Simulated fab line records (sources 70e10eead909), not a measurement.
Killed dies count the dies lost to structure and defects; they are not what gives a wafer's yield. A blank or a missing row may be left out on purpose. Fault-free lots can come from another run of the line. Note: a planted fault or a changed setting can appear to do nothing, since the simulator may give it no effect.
What tool caused it? ; flow nand harc ; 6 lots, 18 wafers sampled, at 4 steps of a route of 1302

## WHAT THE GAUGES READ, wafer by wafer
NHARC_END_SORT_01.
lot;measured;on;killed at other
L286;day 24 17:45;prober-01;2 4 2
L289;day 26 15:14;prober-01;0 0 0
L290;day 27 07:46;prober-01;1 0 0
L295;day 28 11:39;prober-02;0 0 0
L299;day 30 15:17;prober-02;0 0 0
L307;day 33 13:15;prober-02;7 2 4

## WHAT TOOL EACH LOT RAN ON (gives the tool, then ch and the chambers of the sampled wafers, and finally the start)
lot;NHARC_A_WL_FILL_ALD_02;NHARC_THIN_TSV_DEP_47;NHARC_THIN_TSV_DEGAS_49
L286;ald metal-01 ch 0,3, day 20 22:31;pecvd-01 ch 0,1,2, day 24 04:49;pvd sputter-03, day 24 05:45
L289;ald metal-03 ch 0,1,2, day 22 13:27;pecvd-03 ch 1,2, day 26 00:17;pvd sputter-03, day 26 01:14
L290;ald metal-04 ch 0,2,3, day 23 02:15;pecvd-01 ch 0,1, day 26 19:47;pvd sputter-01, day 26 20:41
L295;ald metal-01 ch 0,1,3, day 24 11:49;pecvd-04 ch 0,1,2, day 27 23:50;pvd sputter-02, day 28 00:47
L299;ald metal-03 ch 0,2,3, day 26 15:44;pecvd-01 ch 0,1,2, day 30 00:00;pvd sputter-01, day 30 00:47
L307;ald metal-03 ch 0,1,3, day 29 13:29;pecvd-03 ch 1,2, day 33 00:14;pvd sputter-02, day 33 01:13
- NHARC_A_WL_FILL_ALD_02: deposits TiN, target thk 2 nm, pulse time 3 s, ald cycles 100.
- NHARC_THIN_TSV_DEP_47: deposits SiO2, target thk 200 nm.
- NHARC_THIN_TSV_DEGAS_49: time 120 s.

## THE ANSWER, worked out from the rows above alone
Rule: the lots themselves supply what counts as usual. The widest of any qualifying gaps counts: lots, ordered by their means at a reading, are off when they make up no more than a third of the lots, leave a main group of 4 or more, and stand apart from it by 3 or more times the standard deviation of that group's means. The tables above print the reading to a certain number of digits; a main group whose means all agree to those digits is not used. A lot without any number at a reading at which 4 lots or more have one is off too. Where the step has rows for the other lots, those lots are counted as sound.
Nothing can be told from this: no lot is off at any reading shown.

## WHAT WAS PUT IN BY THE SIMULATOR
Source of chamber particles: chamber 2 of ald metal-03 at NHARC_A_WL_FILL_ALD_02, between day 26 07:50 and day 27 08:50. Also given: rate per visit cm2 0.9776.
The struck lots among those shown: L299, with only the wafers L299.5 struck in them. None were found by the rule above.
